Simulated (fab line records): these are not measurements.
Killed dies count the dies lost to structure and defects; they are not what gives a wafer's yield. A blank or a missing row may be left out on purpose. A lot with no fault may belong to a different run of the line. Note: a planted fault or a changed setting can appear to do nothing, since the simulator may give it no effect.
Comparing a struck lot with a sound one | flow n5_finfet | 18 out of 1938 route steps
Sound: these wafers, L641.2, L641.4, L641.6. Struck: wafer L652.1 (L652.3, L652.6, from the same lot, were not struck and are left out); the cause is given at the end.
Order at every step that has rows: each side's tool, ch and its chambers, its first start. Under that, the readings that differ: sound wafers | struck wafers | difference of the means | sigmas: that difference in standard deviations of wafers without a fault.
alike: readings with means less than 2 such deviations apart, plus words and numbers identical on both sides. not compared: withheld readings, readings lacking a value on some wafer, bounds such as >300 that could conceal the same value, and numbers that have no deviation in the record and whose values overlap.
A row with sigmas, a row that says differs or no value, or rows on one side alone: a step with any of these is where the two part. Numbers that don't overlap but have no deviation are shown without sigmas and don't part them. A reading that every wafer of one side lacks parts them only if that side has two wafers or more.

N5_START_INSPECT_01: inspects for defects (unpatterned scan).
  sound: defect_inspect-01 at day 3 12:02; struck: defect_inspect-02 at day 6 06:02
  alike: raw_defect_count
then, 2 steps without rows for these wafers: N5_ZERO_LAYER_PRECLEAN_00 (cleans in SPM, time 600 s); N5_ZERO_LAYER_SRD_01 (time 30 s, dry time 30 s).
N5_ZERO_LAYER_PECVD_02: deposits SiO2 from SiH4/N2O, target thk 10 nm, time 6 s.
  sound on pecvd-03 ch 1,2, day 3 12:17; struck on pecvd-01 ch 0, day 6 06:18
  alike: heater_power_w, showerhead_plenum_p_Torr
then, 5 steps without rows for these wafers: N5_ZERO_LAYER_HMDS_04 (time 60 s); N5_ZERO_LAYER_COAT_05 (resist thk 1000 nm); N5_ZERO_LAYER_EBR_07; N5_ZERO_LAYER_SOFTBAKE_06 (time 90 s); N5_ZERO_LAYER_EXPOSE_08 (exposes mask ZERO, defocus 0 nm, target cd 2000 nm).
N5_ZERO_LAYER_PEB_09:
  sound on litho_track-01 ch 0, day 3 12:40; struck on litho_track-01 ch 0, day 6 06:40
then, 2 steps without rows for these wafers: N5_ZERO_LAYER_DEVELOP_10 (develop time 60 s); N5_ZERO_LAYER_HARDBAKE_23 (time 120 s).
N5_ZERO_LAYER_CD_MEAS_11: the cd target is 2000 nm.
  sound on cd_sem-03 ch 0, day 3 12:47; struck on cd_sem-03 ch 0, day 6 06:47
  reading    | sound                | struck | difference | sigmas
  cd_nm (nm) | 1997.7 2001.2 2002.5 | 1987.4 | -13.1      | -5
N5_ZERO_LAYER_DESCUM_16: chemistry O2, time 7.9 s.
  sound on rie_diel-02 ch 0,2,3, day 3 12:50; struck on rie_diel-03 ch 1, day 6 06:49
  reading                     | sound          | struck | difference | sigmas
  oes_product_au (a.u.)       | 0.75 0.95 0.78 | 0.98   | +0.15      | +2
  model.ZERO_LAYER.cd_nm (nm) | 1998 2002 2003 | 1988   | -13        |
  alike: drypump_motor_current_A, rf_vpp_V, showerhead_plenum_p_Torr, throttle_valve_pct
  not compared: rf_hours_counter_h
N5_ZERO_LAYER_ETCH_17: etches SiO2 in CF4, target depth 12 nm, time 13.3 s.
  sound on rie_diel-02 ch 0,2,3, day 3 12:52; struck on rie_diel-03 ch 1, day 6 06:52
  reading               | sound          | struck | difference | sigmas
  oes_product_au (a.u.) | 0.75 0.98 0.76 | 1.00   | +0.17      | +2
  rf_vpp_V (V)          | 948 945 947    | 953    | +6         | +2
  alike: drypump_motor_current_A, showerhead_plenum_p_Torr, throttle_valve_pct
  not compared: rf_hours_counter_h
N5_ZERO_LAYER_ETCH_18: etches Si in HBr/Cl2, target depth 120 nm, time 40 s.
  sound on rie_si-06 ch 0,2,3, day 3 12:57; struck on rie_si-04 ch 3, day 6 06:56
  reading                     | sound          | struck | difference | sigmas
  model.ZERO_LAYER.cd_nm (nm) | 1998 2002 2003 | 1988   | -13        |
  alike: drypump_motor_current_A, he_backside_leak_sccm, mfc_cl2_sccm, oes_product_au, throttle_valve_pct
  not compared: rf_hours_counter_h
N5_ZERO_LAYER_STRIP_24: strips in O2.
  sound on plasma_asher-01 ch 1, day 3 13:03; struck on plasma_asher-02 ch 1, day 6 07:02
  alike: drypump_motor_current_A, heater_power_w, oes_product_au, strip_time_to_endpoint_s
  not compared: rf_hours_counter_h
-- here the record skips 6 days between the struck wafers' starts before and after, leaving off in module ZERO_LAYER and picking up in module BEOL_M4 (first step shown: number 1111 of the route) --
N5_BEOL_M4_RC_MEAS_101:
  sound on prober-01 ch 0, day 10 03:56; struck on prober-02 ch 0, day 12 17:07
  alike: DIBL_N, DIBL_P, IOFF_N, IOFF_P, ION_N, ION_P, SS_N, SS_P, VT_N, VT_P

## WHERE THEY PART
First at N5_ZERO_LAYER_CD_MEAS_11; last, within this record, at N5_ZERO_LAYER_ETCH_17. Later steps at which nothing parts them and some readings are alike: N5_ZERO_LAYER_ETCH_18, N5_ZERO_LAYER_STRIP_24, N5_BEOL_M4_RC_MEAS_101.

WHY: what had been put in by the simulator
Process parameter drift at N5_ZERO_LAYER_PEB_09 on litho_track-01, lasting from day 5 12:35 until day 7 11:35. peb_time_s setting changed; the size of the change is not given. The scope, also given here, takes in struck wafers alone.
